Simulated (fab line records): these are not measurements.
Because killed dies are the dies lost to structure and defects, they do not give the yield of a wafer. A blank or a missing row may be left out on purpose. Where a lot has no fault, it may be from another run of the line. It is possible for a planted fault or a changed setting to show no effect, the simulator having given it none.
fab line records | flow n5-finfet
record lots=5 wafers=14 last-day=21
route steps=1938 shown START@1 ZERO_LAYER@2 BEOL_M4@1111
lots that met no fault: taken from a fault-free run of the same line
start-h: the number of hours between the record's first day and the start of the first shown wafer of the lot | wait-h: time in hours since the lot's previous step | " identical to the entry in the row above | L1.1+2: several wafers, shown together as one row | - no value, or no start was given | * or withheld: withheld | < > ~ a bound
route shown NAME@n: NAME is a module with steps in the file, n the number in the route of the first one | usual: mean/standard deviation of fault-free wafers | same: alike in all rows | chamber/n: place in a boat | sites: each site's reading | _std_site: their standard deviation | _edge_site: outer sites' mean less inner sites' | radius-mm: for every site, how far away it sits from the centre of the wafer | mask NAME#n: copy n | behind: the last tool/chamber to shape the wafer | hold: why the lot was held/for how many hours/how that ended | device: the transistor (n, p or np) that didn't switch | end of line: the tests these same wafers got at the end of their route | where a step has no rows: the recipe by itself | killed: dies that structure and defects cost at the first sort, which is not the same as the wafer's yield | map: dies across one wafer; x = killed, . = not, _ = none there
set.NAME: the setting that was run; set.NAME@STEP: the one run at that earlier step | model.NAME: the simulator's own value behind a step, which no gauge read
lots at some steps of the route; a table a step, a row a wafer
services: from which hour (start-h, from the record's first day; less than 0 if before it) a tool's chamber was out of use, for how many hours, and why
## steps
# step N5_START_INSPECT_01
# recipe inspect-instrument=unpatterned-scan mode=incoming
# usual raw-defect-count=5.7/2.4
# columns lot.wafer tool chamber start-h wait-h raw-defect-count
L178.1 defect-inspect-01 - 12.03 - 4
L178.2 " - " " 4
L178.6 " - " " 6
L182.2 defect-inspect-02 - 36.03 - 5
L182.3 " - " " 8
L182.5 " - " " 10
L196.1 defect-inspect-01 - 120.03 - 9
L196.2 " - " " 11
L196.4 " - " " 4
L197.1 defect-inspect-01 - 126.03 - 5
L197.4 " - " " 11
L201.1 defect-inspect-01 - 150.03 - 12
L201.4 " - " " 3
L201.5 " - " " 6
# step N5_ZERO_LAYER_PRECLEAN_00
# recipe chemistry=SPM time-s=600 temp-c=120 mix=4:1
# step N5_ZERO_LAYER_SRD_01
# recipe time-s=30 temp-c=23 rinse-liquid=diw dry=n2-spin spin-rpm=1500 dry-time-s=30
# step N5_ZERO_LAYER_PECVD_02
# recipe material=SiO2 target-thk-a=100 temp-c=400 precursor=SiH4/N2O pressure-torr=0.75 rf-w=275 time-s=6
# usual chamber-pressure-Torr=0.7503/0.0015 heater-power-w=734/99 rf-fwd-power-W=272.7/1.1 showerhead-plenum-p-Torr=8.19/0.14 showerhead-vpp-V=1026/31
# columns lot.wafer tool chamber start-h wait-h chamber-pressure-Torr heater-power-w rf-fwd-power-W showerhead-plenum-p-Torr showerhead-vpp-V
L178.1 pecvd-01 1 12.47 0.0 0.7524 814 271.7 8.37 970
L178.2 " 2 " " 0.7519 617 273.0 8.26 999
L178.6 " 0 " " 0.7518 703 271.0 8.11 1014
L182.2 pecvd-01 1 36.28 0.0 0.7492 751 272.2 8.40 981
L182.3 " 1 " " 0.7514 751 272.7 8.40 975
L182.5 " 1 " " 0.7523 761 273.0 8.39 978
L196.1 pecvd-03 2 120.29 0.0 0.7489 834 271.7 8.43 1086
L196.2 " 0 " " 0.7530 628 273.5 8.04 1011
L196.4 " 0 " " 0.7505 645 273.8 8.08 1009
L197.1 pecvd-03 0 126.28 0.0 0.7512 587 272.9 8.10 1013
L197.4 " 0 " " 0.7510 591 272.7 8.08 1018
L201.1 pecvd-02 0 150.30 0.0 0.7517 775 271.6 8.18 1053
L201.4 " 2 " " 0.7512 769 273.3 8.23 1026
L201.5 " 0 " " 0.7515 754 271.9 8.16 1041
# step N5_ZERO_LAYER_HMDS_04
# recipe time-s=60 temp-c=120
# step N5_ZERO_LAYER_COAT_05
# recipe spin-rpm=1500 resist-thk-nm=1000
# step N5_ZERO_LAYER_EBR_07
# recipe solvent=PGMEA ebr-width-mm=1.5
# step N5_ZERO_LAYER_SOFTBAKE_06
# recipe temp-c=100 time-s=90
# step N5_ZERO_LAYER_EXPOSE_08
# recipe mask-id=ZERO na=0.55 source-shape=conventional sigma-outer=0.8 polarization=unpolarized defocus-nm=0 target-cd-nm=2000 dose-mj=16.2
# step N5_ZERO_LAYER_PEB_09
# recipe peb-temp-c=withheld peb-time-s=*
# step N5_ZERO_LAYER_DEVELOP_10
# recipe develop-time-s=60 rinse-liquid=diw dry=air-spin dev-temp-c=21
# usual developer-temp-C=21.01/0.1 resist-line-temp-C=23.02/0.096
# columns lot.wafer tool chamber start-h wait-h developer-temp-C resist-line-temp-C
L178.1 litho-track-01 0 12.84 - 20.98 23.17
L178.2 " 0 " " 21.03 22.99
L178.6 " 0 " " 20.96 22.88
L182.2 litho-track-04 0 36.68 - 20.95 23.01
L182.3 " 0 " " 21.24 23.07
L182.5 " 0 " " 20.94 23.07
L196.1 litho-track-01 0 120.66 - 21.16 23.21
L196.2 " 0 " " 21.02 23.20
L196.4 " 0 " " 21.13 23.02
L197.1 litho-track-04 0 126.65 - 21.10 22.88
L197.4 " 0 " " 21.04 22.98
L201.1 litho-track-02 0 150.54 - 20.89 22.97
L201.4 " 0 " " 21.09 23.18
L201.5 " 0 " " 21.09 23.04
# step N5_ZERO_LAYER_HARDBAKE_23
# recipe temp-c=130 time-s=120
# step N5_ZERO_LAYER_CD_MEAS_11
# recipe target-cd-nm=2000 landing-energy-ev=500 detector=se-inlens
# usual cd-nm=1999.3/2.4
# columns lot.wafer tool chamber start-h wait-h cd-nm
L178.1 cd-sem-03 0 12.95 - 1996.2
L178.2 " 0 " " 1995.7
L178.6 " 0 " " 1995.7
L182.2 cd-sem-02 0 36.79 - 1998.7
L182.3 " 0 " " 2000.9
L182.5 " 0 " " 1999.7
L196.1 cd-sem-02 0 120.77 - 2000.0
L196.2 " 0 " " 1991.8
L196.4 " 0 " " 1997.2
L197.1 cd-sem-02 0 126.77 - 2003.0
L197.4 " 0 " " 2003.3
L201.1 cd-sem-03 0 150.66 - 1997.3
L201.4 " 0 " " 2000.4
L201.5 " 0 " " 1998.8
# step N5_ZERO_LAYER_DESCUM_16
# recipe chemistry=O2 time-s=7.9 source-power-w=50 bias-power-w=20 pressure-mtorr=20 rf-frequency-hz=2.712e+07 temp-c=40 o2-flow-sccm=225
# usual chamber-pressure-mTorr=20.001/0.017 drypump-motor-current-A=5.6/0.39 oes-product-au=0.77/0.071 rf-fwd-power-W=49.45/0.21 rf-vpp-V=243.1/1.5 showerhead-plenum-p-Torr=2.08/0.081 throttle-valve-pct=20.5/0.31
# columns lot.wafer tool chamber start-h wait-h chamber-pressure-mTorr drypump-motor-current-A oes-product-au rf-fwd-power-W rf-hours-counter-h rf-vpp-V showerhead-plenum-p-Torr throttle-valve-pct
L178.1 rie-diel-02 2 12.99 0.0 19.980 5.8 0.74 49.57 142 242.4 2.01 20.6
L178.2 " 1 " " 19.994 4.9 0.81 49.14 111 243.9 2.14 20.8
L178.6 " 1 " " 20.001 4.8 0.80 49.26 - 245.8 2.14 20.8
L182.2 rie-diel-02 1 36.83 0.0 20.012 4.8 0.80 49.37 118 242.2 2.13 20.8
L182.3 " 2 " " 19.996 5.8 0.73 49.51 149 242.7 2.00 20.6
L182.5 " 2 " " 20.018 5.9 0.74 49.42 - 242.5 2.00 20.6
L196.1 rie-diel-03 0 120.85 0.1 19.968 5.2 0.68 49.26 224 242.2 2.05 20.7
L196.2 " 3 " " 20.011 6.4 0.77 49.52 110 244.5 2.12 20.3
L196.4 " 1 " " 20.004 5.9 0.74 49.31 - 243.5 2.16 20.3
L197.1 rie-diel-02 3 126.80 0.0 19.997 5.4 0.90 49.52 17 244.5 2.24 20.1
L197.4 " 0 " " 20.013 5.8 0.85 49.93 51 242.5 2.03 20.3
L201.1 rie-diel-02 2 150.70 0.0 20.035 5.8 0.71 49.55 174 241.2 2.00 20.6
L201.4 " 0 " " 19.983 5.8 0.85 49.57 57 243.2 2.02 20.3
L201.5 " 1 " " 19.993 4.8 0.79 49.38 - 243.6 2.13 20.9
# step N5_BEOL_M4_RC_MEAS_101
# usual DIBL_N=37.7/2 DIBL_P=37.7/2.3 IOFF_N=0.18/0.039 IOFF_P=0.23/0.042 ION_N=681/12 ION_P=463/8 SS_N=71.9/0.68 SS_P=73.6/0.71 VT_N=248/3.2 VT_P=-249/3.1
# columns lot.wafer tool chamber start-h wait-h DIBL_N[mV/V] DIBL_P[mV/V] IOFF_N[nA/um] IOFF_P[nA/um] ION_N[uA/um] ION_P[uA/um] SS_N[mV/dec] SS_P[mV/dec] VT_N[mV] VT_P[mV]
L178.1 prober-01 0 270.98 0.0 40.1 41.4 0.26 0.37 700 488 72.4 74.8 242 -240
L178.2 " 0 " " 40.0 41.2 0.26 0.35 701 481 72.5 74.1 243 -240
L178.6 " 0 " " 37.4 38.0 0.18 0.27 677 467 71.3 73.6 247 -244
L182.2 prober-01 0 278.43 0.2 39.1 38.4 0.20 0.20 686 459 72.3 73.3 247 -253
L182.3 " 0 " " 39.3 38.7 0.19 0.21 665 449 71.8 73.6 253 -253
L182.5 " 0 " " 40.6 40.4 0.23 0.25 680 455 72.3 73.5 247 -251
L196.1 prober-01 0 360.05 0.0 40.2 38.8 0.22 0.27 684 466 72.6 73.9 245 -247
L196.2 " 0 " " 35.7 34.9 0.13 0.18 664 460 70.7 73.0 250 -253
L196.4 " 0 " " 39.5 38.7 0.21 0.25 688 471 71.4 73.8 247 -246
L197.1 prober-01 0 377.85 0.0 34.1 34.3 0.12 0.17 674 463 69.5 72.7 253 -252
L197.4 " 0 " " 36.4 36.9 0.15 0.21 679 468 70.9 73.4 252 -251
L201.1 prober-02 0 402.27 0.0 38.4 37.0 0.23 0.25 706 471 72.1 73.2 241 -246
L201.4 " 0 " " 37.0 34.9 0.16 0.21 663 455 71.9 72.4 251 -247
L201.5 " 0 " " 38.9 39.3 0.24 0.29 705 475 72.5 75.0 241 -245
## services
# columns tool chamber start-h hours kind
pecvd-02 1 0.82 10.9 repair
rie-diel-03 1 9.83 1.7 repair
rie-diel-02 3 10.95 - clean
rie-diel-02 3 10.95 - consumable-replace:focus-ring
rie-diel-02 3 10.95 - consumable-replace:showerhead
rie-diel-02 3 10.95 26.4 scheduled-down
rie-diel-02 3 10.95 26.4 vent-cycle
pecvd-01 2 21.12 - clean
pecvd-01 2 21.12 - consumable-replace:showerhead
pecvd-01 2 21.12 29.0 scheduled-down
pecvd-01 2 21.12 29.0 vent-cycle
pecvd-03 - 21.16 2.8 pm
rie-diel-03 - 28.37 2.8 pm
rie-diel-02 - 48.24 1.3 repair
pecvd-02 0 66.44 6.4 repair
pecvd-02 2 81.55 5.5 scheduled-down
rie-diel-02 1 82.56 4.2 repair
pecvd-02 - 101.16 2.3 repair
pecvd-03 1 109.81 2.1 scheduled-down
pecvd-01 2 115.24 2.1 scheduled-down
rie-diel-03 2 118.77 6.3 repair
pecvd-02 2 132.42 2.1 scheduled-down
## key
first-sign step=N5_ZERO_LAYER_CD_MEAS_11 reading=cd-nm direction=down sigmas=3.2 usual=1999.3 struck=1991.8
effect none on later readings
met-at N5_ZERO_LAYER_DEVELOP_10
struck-wafers L196.2
onset-between 12.84 120.66
fault kind=process-parameter-drift tool=litho-track-01 chamber=- onset-h=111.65 steps=N5_ZERO_LAYER_DEVELOP_10 channel=develop-time-s offset=* shape=step end-h=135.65 scope=struck-wafers-only acts-in=* stated=*
